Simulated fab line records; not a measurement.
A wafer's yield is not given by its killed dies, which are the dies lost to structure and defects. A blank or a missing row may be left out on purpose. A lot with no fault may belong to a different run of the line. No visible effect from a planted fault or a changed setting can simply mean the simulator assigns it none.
fab line records    flow n5-finfet
record: lots: 9  wafers: 26  last-day: 17
route steps=1938 shown HKMG_FIN@419 BEOL_M4@1111 PASSIVATION@1936
lots untouched by any fault: they come from a run of this same line in which no faults occurred
start-h: start of the lot's first displayed wafer, in hours after the record's first day    wait-h: hours elapsed since this lot's preceding step    " as in the row above    L1.1+2: several wafers, shown together as one row    - value missing, or start not given    * or withheld: withheld    < > ~ a bound
route shown NAME@n: names a module that has steps shown in the file, with the first one's number in the route    usual: mean/standard deviation taken from wafers without a fault    same: alike in all rows    chamber/n: place in a boat    sites: the reading at each site    _std_site: their standard deviation    _edge_site: the outer-site mean with the inner-site mean subtracted    radius-mm: how far each site lies from the wafer's centre    mask NAME#n: copy n    behind: the most recent tool/chamber to have shaped the wafer    hold: why the lot was held/for how many hours/how that ended    device: transistor that didn't switch, given as n, p or np    end of line: the tests these same wafers got at the end of their route    where a step has no rows: the recipe by itself    killed: at the first sort, the dies lost to defects and structure; wafer yield is something else    map: per-die view of a wafer (x killed, . not killed, _ where there is no die)
set.NAME: the setting as run; set.NAME@STEP: as run at that earlier step    model.NAME: the simulator's own value behind a step, which no gauge read
steps of the route over a sample of lots; a table a step, a row a wafer
services: when a tool's chamber went out of use (start-h, in hours from the record's first day, below 0 if earlier), for how many hours, and the reason
== steps ==
step: N5_HKMG_FIN_ALD_36
recipe: material: TiN  target-thk-a: 10  temp-c: 400  ald-precursor-family: TiCl4  ald-co-reactant: NH3  pulse-time-s: 1  purge-time-s: 3  co-reactant-purge-time-s: 2  co-reactant-pulse-time-s: 2  ald-cycles: 47  pressure-torr: 3
usual: ald-cycles: 47/0  heater-power-w: 903/89  precursor-pulse-height-rel: 1.001/0.022
same: pulse-time-s: 1  purge-time-s: 3
lot.wafer  tool          chamber  start-h  wait-h  ald-cycles  heater-power-w  precursor-pulse-height-rel
L709.1     ald-metal-03  0        76.09    0.0     47          974             0.976
L709.2     "             3        "        "       47          855             1.019
L709.4     "             1        "        "       47          848             0.998
L713.2     ald-metal-02  1        97.77    0.0     47          842             0.998
L713.3     "             0        "        "       47          828             1.011
L713.5     "             3        "        "       47          922             1.021
L714.1     ald-metal-02  1        102.92   0.0     47          882             0.982
L714.2     "             3        "        "       47          932             0.990
L714.6     "             0        "        "       47          821             0.997
L721.1     ald-metal-03  3        149.14   0.0     47          846             0.982
L721.4     "             1        "        "       47          858             1.018
L721.5     "             2        "        "       47          1134            0.980
L723.1     ald-metal-02  0        160.29   0.0     47          816             1.005
L723.6     "             3        "        "       47          952             0.996
L724.3     ald-metal-03  0        166.03   0.0     47          959             1.032
L724.4     "             3        "        "       47          850             0.982
L724.6     "             2        "        "       47          1122            1.006
L725.4     ald-metal-01  0        169.67   0.2     47          830             0.993
L725.5     "             3        "        "       47          930             1.043
L725.6     "             2        "        "       47          865             1.006
L729.2     ald-metal-03  1        197.98   0.0     47          847             0.986
L729.4     "             2        "        "       47          1093            0.984
L729.6     "             2        "        "       47          1108            1.006
L731.2     ald-metal-02  3        207.43   0.0     47          953             1.004
L731.4     "             0        "        "       47          826             1.011
L731.6     "             1        "        "       47          842             1.019
step: N5_HKMG_FIN_DESCUM_17
recipe: chemistry: O2  time-s: 7.9  source-power-w: 50  bias-power-w: 20  pressure-mtorr: 20  rf-frequency-hz: 2.712e+07  temp-c: 40  resist: CAR-ArF  o2-flow-sccm: 225
usual: drypump-motor-current-A: 5.7/0.48  o2-flow-sccm: 225.0/0.65  oes-product-au: 0.80/0.088  rf-vpp-V: 243.8/1.6  showerhead-plenum-p-Torr: 2.12/0.087  temp-c: 40.01/0.11  throttle-valve-pct: 20.37/0.22
lot.wafer  tool         chamber  start-h  wait-h  drypump-motor-current-A  o2-flow-sccm  oes-product-au  rf-hours-counter-h  rf-vpp-V  showerhead-plenum-p-Torr  temp-c  throttle-valve-pct
L709.1     rie-diel-04  3        77.56    0.3     5.0                      225.4         0.74            166                 241.9     2.00                      40.05   20.43
L709.2     "            2        "        "       5.1                      225.2         0.88            27                  244.2     2.18                      39.97   19.92
L709.4     "            2        "        "       5.1                      225.3         0.88            -                   243.4     2.18                      40.02   19.92
L713.2     rie-diel-01  2        99.09    0.2     5.1                      225.4         0.70            237                 242.0     1.97                      39.95   20.72
L713.3     "            0        "        "       6.5                      224.6         0.88            39                  243.2     2.17                      39.94   20.40
L713.5     "            0        "        "       6.5                      225.7         0.88            -                   243.4     2.17                      39.95   20.42
L714.1     rie-diel-01  1        104.16   0.0     5.7                      224.7         0.72            171                 241.0     2.01                      40.24   20.44
L714.2     "            2        "        "       5.0                      224.8         0.69            240                 242.1     1.97                      40.02   20.72
L714.6     "            3        "        "       5.7                      224.2         0.75            -                   245.3     2.14                      39.85   20.18
L721.1     rie-diel-03  0        150.26   0.0     6.3                      225.9         0.73            170                 244.0     2.18                      39.91   20.73
L721.4     "            1        "        "       5.2                      225.5         0.91            43                  247.2     2.22                      39.98   20.05
L721.5     "            2        "        "       6.0                      224.9         0.79            -                   242.1     2.00                      39.76   20.32
L723.1     rie-diel-01  3        161.54   0.0     5.7                      224.3         0.73            181                 245.7     2.14                      40.12   20.22
L723.6     "            3        "        "       5.7                      224.5         0.73            -                   244.2     2.14                      40.08   20.23
L724.3     rie-diel-03  3        167.72   0.5     5.6                      224.1         0.70            199                 245.7     2.13                      39.88   20.66
L724.4     "            0        "        "       6.3                      224.7         0.72            176                 244.8     2.18                      40.01   20.73
L724.6     "            0        "        "       6.3                      225.4         0.73            -                   244.6     2.18                      40.09   20.76
L725.4     rie-diel-04  3        170.81   0.0     5.0                      224.6         0.72            201                 242.1     1.99                      39.92   20.49
L725.5     "            3        "        "       5.0                      224.2         0.72            -                   240.6     1.99                      40.09   20.46
L725.6     "            0        "        "       5.5                      226.2         0.88            -                   244.6     2.22                      40.21   20.39
L729.2     rie-diel-03  0        199.87   0.7     6.2                      224.2         0.70            192                 244.2     2.17                      39.95   20.77
L729.4     "            1        "        "       5.2                      224.8         0.88            -                   243.7     2.21                      40.03   20.08
L729.6     "            2        "        "       6.0                      224.9         0.77            -                   242.1     1.99                      39.87   20.35
L731.2     rie-diel-01  0        209.14   0.5     6.5                      225.5         0.82            83                  242.6     2.15                      40.06   20.50
L731.4     "            3        "        "       5.7                      226.0         0.72            201                 244.7     2.13                      40.02   20.26
L731.6     "            2        "        "       5.0                      226.0         0.93            -                   244.5     2.22                      40.07   20.41
step: N5_HKMG_FIN_STRIP_88
recipe: chemistry: N2/H2  power-w: 2500  temp-c: 300  h2-frac: 0.65  time-s: 360  pressure-mtorr: withheld  n2-flow-sccm: 1750  h2-flow-sccm: 3250
usual: drypump-motor-current-A: 5.9/0.42  heater-power-w: 453/45  temp-c: 300.00/0.21
lot.wafer  tool             chamber  start-h  wait-h  drypump-motor-current-A  heater-power-w  rf-hours-counter-h  temp-c
L709.1     plasma-asher-01  0        79.17    0.0     5.6                      436             35                  299.54
L709.2     "                1        "        "       6.6                      414             35                  300.15
L709.4     "                0        "        "       5.5                      418             -                   300.08
L713.2     plasma-asher-02  0        100.66   0.0     6.0                      492             103                 300.01
L713.3     "                1        "        "       5.6                      512             -                   299.88
L713.5     "                0        "        "       6.0                      483             -                   299.71
L714.1     plasma-asher-01  1        105.90   0.0     6.5                      412             40                  299.54
L714.2     "                0        "        "       5.5                      423             40                  300.01
L714.6     "                0        "        "       5.5                      419             -                   299.82
L721.1     plasma-asher-02  1        151.83   0.0     5.6                      519             112                 300.08
L721.4     "                0        "        "       6.0                      503             -                   299.76
L721.5     "                0        "        "       6.0                      502             -                   299.57
L723.1     plasma-asher-02  0        163.13   0.0     5.9                      493             114                 300.04
L723.6     "                0        "        "       6.0                      502             -                   300.17
L724.3     plasma-asher-02  1        169.47   0.1     5.5                      510             -                   300.11
L724.4     "                0        "        "       6.0                      497             -                   300.03
L724.6     "                0        "        "       6.0                      507             -                   300.37
L725.4     plasma-asher-01  1        172.51   0.1     6.6                      402             -                   300.22
L725.5     "                1        "        "       6.5                      408             -                   300.26
L725.6     "                0        "        "       5.5                      416             -                   300.12
L729.2     plasma-asher-02  0        201.72   0.0     6.0                      492             122                 299.84
L729.4     "                0        "        "       6.0                      498             -                   299.89
L729.6     "                0        "        "       6.0                      495             -                   300.03
L731.2     plasma-asher-01  1        210.94   0.0     6.5                      398             63                  300.16
L731.4     "                0        "        "       5.5                      429             -                   300.01
L731.6     "                1        "        "       6.5                      405             -                   300.04
step: N5_HKMG_FIN_NWFM_ALD_20
recipe: material: TiAlC  target-thk-a: 20  temp-c: 300  ald-precursor-family: TiCl4  ald-co-reactant: TEA  pulse-time-s: 3  purge-time-s: 2  co-reactant-purge-time-s: 2  co-reactant-pulse-time-s: 10  ald-cycles: 7  pressure-torr: 3
usual: ald-cycles: 7/0  heater-power-w: 498/47  precursor-pulse-height-rel: 0.999/0.021
same: pulse-time-s: 3  purge-time-s: 2
lot.wafer  tool          chamber  start-h  wait-h  ald-cycles  heater-power-w  precursor-pulse-height-rel
L709.1     ald-metal-02  3        79.55    0.3     7           527             0.996
L709.2     "             2        "        "       7           484             0.971
L709.4     "             0        "        "       7           465             1.000
L713.2     ald-metal-03  1        101.05   0.3     7           476             0.994
L713.3     "             2        "        "       7           630             1.025
L713.5     "             2        "        "       7           616             0.987
L714.1     ald-metal-02  0        106.29   0.3     7           465             0.981
L714.2     "             2        "        "       7           476             1.031
L714.6     "             1        "        "       7           478             0.998
L721.1     ald-metal-02  0        152.23   0.3     7           470             0.979
L721.4     "             3        "        "       9           522             0.964
L721.5     "             1        "        "       7           477             0.988
L723.1     ald-metal-02  3        163.51   0.3     7           535             1.019
L723.6     "             0        "        "       9           445             1.006
L724.3     ald-metal-01  2        169.79   0.2     7           495             0.985
L724.4     "             3        "        "       7           506             0.973
L724.6     "             0        "        "       7           467             1.000
L725.4     ald-metal-03  3        172.77   0.1     7           472             0.991
L725.5     "             3        "        "       7           470             1.031
L725.6     "             2        "        "       7           606             0.978
L729.2     ald-metal-01  1        202.11   0.3     7           400             0.988
L729.4     "             0        "        "       7           480             1.005
L729.6     "             1        "        "       7           414             1.036
L731.2     ald-metal-01  2        211.33   0.3     7           491             0.995
L731.4     "             3        "        "       7           512             1.001
L731.6     "             1        "        "       7           405             1.000
step: N5_BEOL_M4_RC_MEAS_101
usual: DIBL_N: 36.7/2.4  DIBL_P: 37.4/2.9  IOFF_N: 0.18/0.05  IOFF_N_85C: 3.4/0.81  IOFF_N_LIN: 0.080/0.018  IOFF_N_LONG: 5.5e-05/3.2e-06  IOFF_P: 0.23/0.058  ION_N: 683/16  ION_P: 467/11  SS_N: 71.7/0.77  SS_P: 73.5/0.87  VT_N: 249/4.3  VT_N_LONG: 274.9/1.9  VT_N_LVT: 97/4.5  VT_P: -250/4.4  VT_P_LONG: -275/3.3
lot.wafer  tool       chamber  start-h  wait-h  DIBL_N[mV/V]  DIBL_P[mV/V]  IOFF_N[nA/um]  IOFF_N_85C[nA/um]  IOFF_N_LIN[nA/um]  IOFF_N_LONG[nA/um]  IOFF_P[nA/um]  ION_N[uA/um]  ION_P[uA/um]  SS_N[mV/dec]  SS_P[mV/dec]  VT_N[mV]  VT_N_LONG[mV]  VT_N_LVT[mV]  VT_P[mV]  VT_P_LONG[mV]
L709.1     prober-01  0        157.25   0.8     38.7          41.7          0.22           4.0                0.094              5.3e-05             0.29           691           467           72.6          75.5          244       277.5          95            -248      -278
L709.2     "          0        "        "       35.2          37.8          0.16           3.1                0.074              5.3e-05             0.22           671           461           71.3          73.5          251       276.4          98            -251      -278
L709.4     "          0        "        "       33.1          33.2          0.11           2.2                0.053              5.4e-05             0.14           657           456           71.1          72.6          254       278.8          105           -257      -278
L713.2     prober-01  0        190.50   0.2     37.9          36.9          0.17           3.2                0.074              5.2e-05             0.20           657           450           72.0          73.5          251       274.1          100           -251      -279
L713.3     "          0        "        "       33.1          32.0          0.11           2.3                0.055              5.3e-05             0.14           679           458           71.3          71.7          252       274.9          103           -257      -279
L713.5     "          0        "        "       34.5          32.7          0.12           2.4                0.057              5.3e-05             0.14           660           447           70.7          72.0          257       275.7          103           -256      -276
L714.1     prober-01  0        195.96   0.0     36.8          38.4          0.15           3.1                0.073              5.5e-05             0.23           665           467           71.2          74.1          253       278.1          103           -250      -273
L714.2     "          0        "        "       39.4          42.4          0.25           4.6                0.110              5.4e-05             0.32           709           489           73.4          74.4          245       274.2          93            -246      -276
L714.6     "          0        "        "       35.4          37.2          0.14           2.8                0.067              5.5e-05             0.21           668           464           71.2          74.1          254       275.6          104           -254      -277
L721.1     prober-02  0        235.22   0.0     34.1          33.5          0.12           2.5                0.062              5.3e-05             0.18           677           468           69.9          72.7          252       274.5          99            -252      -276
L721.4     "          0        "        "       34.8          34.8          0.42           7.0                0.211              0.000136            0.15           758           465           71.2          73.0          219       243.9          66            -256      -285
L721.5     "          0        "        "       35.5          36.5          0.16           3.1                0.077              5.2e-05             0.23           711           484           70.5          73.3          246       278.1          95            -246      -272
L723.1     prober-02  0        251.41   0.0     40.2          40.8          0.23           4.2                0.100              6e-05               0.29           690           473           73.1          74.3          243       274.6          92            -246      -272
L723.6     "          0        "        "       40.9          42.7          0.94           13.7               0.401              0.000154            0.26           784           469           72.8          74.5          205       239.9          53            -249      -283
L724.3     prober-01  0        251.78   0.3     35.1          35.5          0.17           3.3                0.074              5.8e-05             0.21           667           459           71.8          73.4          250       275.0          98            -249      -276
L724.4     "          0        "        "       35.5          35.2          0.16           3.1                0.074              5.7e-05             0.20           662           451           71.6          72.3          251       274.7          99            -251      -275
L724.6     "          0        "        "       36.0          37.2          0.18           3.3                0.080              5.7e-05             0.22           672           461           72.4          73.4          250       271.5          98            -250      -277
L725.4     prober-01  0        259.35   0.5     39.2          41.4          0.21           3.9                0.093              5.4e-05             0.29           693           474           72.1          74.3          249       275.6          96            -245      -276
L725.5     "          0        "        "       36.9          37.3          0.16           3.1                0.074              5.3e-05             0.22           668           459           71.3          72.6          250       276.8          98            -251      -276
L725.6     "          0        "        "       36.5          37.2          0.14           2.8                0.066              5.3e-05             0.20           665           456           71.3          73.1          253       275.8          101           -253      -276
L729.2     prober-01  0        285.61   0.2     37.9          40.9          0.19           3.7                0.087              5.5e-05             0.23           669           459           72.2          73.8          248       273.0          93            -251      -280
L729.4     "          0        "        "       34.5          35.3          0.13           2.6                0.063              5.7e-05             0.15           664           449           71.4          72.8          251       276.7          98            -256      -280
L729.6     "          0        "        "       35.7          38.1          0.16           3.2                0.077              5.6e-05             0.19           666           449           71.5          73.4          247       273.8          95            -254      -278
L731.2     prober-02  0        304.06   0.2     37.8          37.7          0.18           3.4                0.081              5.2e-05             0.20           684           457           71.9          74.1          248       277.3          97            -254      -280
L731.4     "          0        "        "       34.3          34.0          0.11           2.3                0.057              5.1e-05             0.15           670           468           71.0          72.7          254       280.5          104           -258      -278
L731.6     "          0        "        "       33.2          33.0          0.10           2.1                0.051              5.1e-05             0.14           668           462           70.1          72.2          257       274.8          106           -260      -280
step: N5_PASSIVATION_PROBE_49
usual: defect-limited-yield: 91.4/1.6  killed_at_M0_to_M3: 31/11  killed_at_M4_up: 14/5.7  killed-at-contacts: 12/6  killed-at-front-end: 41/13  killed-at-other: 3.3/2.8  killed-dies: 101/19  killed-open: 67/14  killed-short: 33/8.2  sort_bin_4_leakage: 0.0/0.37  sort_bin_5_function: 5.0/1.1  sort_bin_6_memory: 3.3/0.74  sort-n-pass: 1078/20  sort-yield-pct: 91.3/1.7
same: gross-dies: 1180  killed-at-back-side: 0  sort_bin_8_speed[%]: 0
lot.wafer  tool       chamber  start-h  wait-h  defect-limited-yield[%]  killed_at_M0_to_M3  killed_at_M4_up  killed-at-contacts  killed-at-front-end  killed-at-other  killed-dies  killed-open  killed-short  sort_bin_4_leakage[%]  sort_bin_5_function[%]  sort_bin_6_memory[%]  sort-n-pass  sort-yield-pct[%]
L721.1     prober-02  -        334.41   0.0     89.1                     64                  7                4                   51                   3                129          81           48            0                      6.2                     4.1                   1051         89.1
L721.4     prober-02  -        334.56   0.2     91.9                     35                  15               5                   38                   3                96           63           31            18.3                   5.1                     2.9                   868          73.6
L721.5     prober-02  -        334.61   0.2     93.1                     30                  12               6                   32                   1                81           49           32            0                      3.6                     2.7                   1099         93.1
L723.1     prober-02  -        360.26   0.0     90.8                     39                  8                22                  35                   5                109          64           45            0                      5.7                     3.3                   1071         90.8
L723.6     prober-02  -        360.51   0.3     90.9                     34                  13               17                  36                   7                107          63           42            90.9                   5.5                     3.6                   0            0
killed by level:class
L721.1 BEOL_M0_SAQP:geometric-particle:short=23 BEOL_M0_SAQP:geometric-particle:open=19 FIN_SAQP:geometric-particle:open=12 FIN_SAQP:geometric-particle:short=9 GATE_CUT:geometric-particle:open=8 GATE_CUT:geometric-particle:short=7 BEOL_M3:geometric-particle:open=7 STI_FIN_REVEAL:geometric-particle:open=6
L721.4 DUMMY_GATE:geometric-particle:open=8 BEOL_M0_SAQP:geometric-particle:open=8 BEOL_M1:geometric-particle:open=8 STI_FIN_REVEAL:geometric-particle:open=6 BEOL_M4:geometric-particle:open=6 FIN_SAQP:geometric-particle:open=5 ILD0:geometric-particle:short=5 BEOL_M0_SAQP:geometric-particle:short=5
L721.5 BEOL_M0_SAQP:geometric-particle:short=9 BEOL_M1:geometric-particle:open=8 STI_FIN_REVEAL:geometric-particle:open=7 GATE_CUT:geometric-particle:short=6 BEOL_M0_SAQP:geometric-particle:open=6 MOL_CONTACT_COAG:geometric-particle:open=5 FIN_SAQP:geometric-particle:short=3 DUMMY_GATE:geometric-particle:open=3
L723.1 MOL_CONTACT_COAG:geometric-particle:open=19 BEOL_M0_SAQP:geometric-particle:short=11 FIN_SAQP:geometric-particle:short=10 BEOL_M0_SAQP:geometric-particle:open=10 FIN_SAQP:geometric-particle:open=7 STI_FIN_REVEAL:geometric-particle:open=6 BEOL_M2:geometric-particle:open=6 BEOL_M1:geometric-particle:open=4
L723.6 MOL_CONTACT_COAG:geometric-particle:open=10 BEOL_M1:geometric-particle:open=10 BEOL_M2:geometric-particle:open=10 MOL_CONTACT_COAG:geometric-particle:short=7 STI_FIN_REVEAL:geometric-particle:open=7 FIN_SAQP:geometric-particle:open=6 FIN_SAQP:geometric-particle:short=5 BEOL_M0_SAQP:geometric-particle:short=5
== services ==
tool             chamber  start-h  hours  kind
rie-diel-03      3        53.73    7.9    repair
rie-diel-04      1        71.81    -      clean
rie-diel-04      1        71.81    -      consumable-replace:focus-ring
rie-diel-04      1        71.81    14.5   scheduled-down
rie-diel-04      1        71.81    14.5   vent-cycle
plasma-asher-02  -        98.70    0.7    repair
ald-metal-01     -        116.59   52.6   repair
rie-diel-01      1        119.12   7.1    repair
rie-diel-01      2        133.21   -      clean
rie-diel-01      2        133.21   -      consumable-replace:focus-ring
rie-diel-01      2        133.21   -      consumable-replace:showerhead
rie-diel-01      2        133.21   16.2   scheduled-down
rie-diel-01      2        133.21   16.2   vent-cycle
ald-metal-03     3        136.57   3.6    repair
rie-diel-03      0        159.33   1.3    repair
rie-diel-04      -        180.48   69.8   repair
ald-metal-01     2        180.97   12.1   repair
rie-diel-03      1        185.26   8.8    repair
rie-diel-03      3        194.43   6.1    repair
ald-metal-01     -        206.60   4.3    pm
== key ==
first-sign: step: N5_HKMG_FIN_NWFM_ALD_20  reading: ald-cycles  direction: up  sigmas: 99+  usual: *  struck: *
effect: step: N5_BEOL_M4_RC_MEAS_101  reading: IOFF_N_LONG  direction: up  sigmas: 28  usual: 5.5e-05  struck: 0.000145
effect: step: N5_BEOL_M4_RC_MEAS_101  reading: VT_N_LONG  direction: down  sigmas: 17  usual: 274.9  struck: 241.9
effect: step: N5_BEOL_M4_RC_MEAS_101  reading: IOFF_N_LIN  direction: up  sigmas: 12  usual: 0.080  struck: 0.306
effect: step: N5_BEOL_M4_RC_MEAS_101  reading: IOFF_N  direction: up  sigmas: 10  usual: 0.18  struck: 0.68
effect: step: N5_BEOL_M4_RC_MEAS_101  reading: VT_N  direction: down  sigmas: 8.6  usual: 249  struck: 212
effect: step: N5_BEOL_M4_RC_MEAS_101  reading: IOFF_N_85C  direction: up  sigmas: 8.6  usual: 3.4  struck: 10.4
effect: step: N5_BEOL_M4_RC_MEAS_101  reading: VT_N_LVT  direction: down  sigmas: 8.4  usual: 97  struck: 60
effect: step: N5_BEOL_M4_RC_MEAS_101  reading: ION_N  direction: up  sigmas: 5.5  usual: 683  struck: 771
effect: step: N5_BEOL_M4_RC_MEAS_101  reading: VT_P_LONG  direction: down  sigmas: 2.6  usual: -275  struck: -284
effect: step: N5_PASSIVATION_PROBE_49  reading: sort_bin_4_leakage  direction: up  sigmas: 99+  usual: 0.0  struck: 54.6
met-at N5_HKMG_FIN_NWFM_ALD_20
struck-lots L721,L723
struck-wafers L721.4,L723.6
not-acting-at N5_HKMG_FIN_ALD_36,N5_HKMG_FIN_DESCUM_17,N5_HKMG_FIN_STRIP_88
onset-between 106.29 152.23
fault: kind: process-parameter-drift  tool: ald-metal-02  chamber: -  onset-h: 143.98  steps: N5_HKMG_FIN_NWFM_ALD_20  channel: ald-cycles  offset: *  shape: step  end-h: 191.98  scope: struck-wafers-only  acts-in: *  stated: *
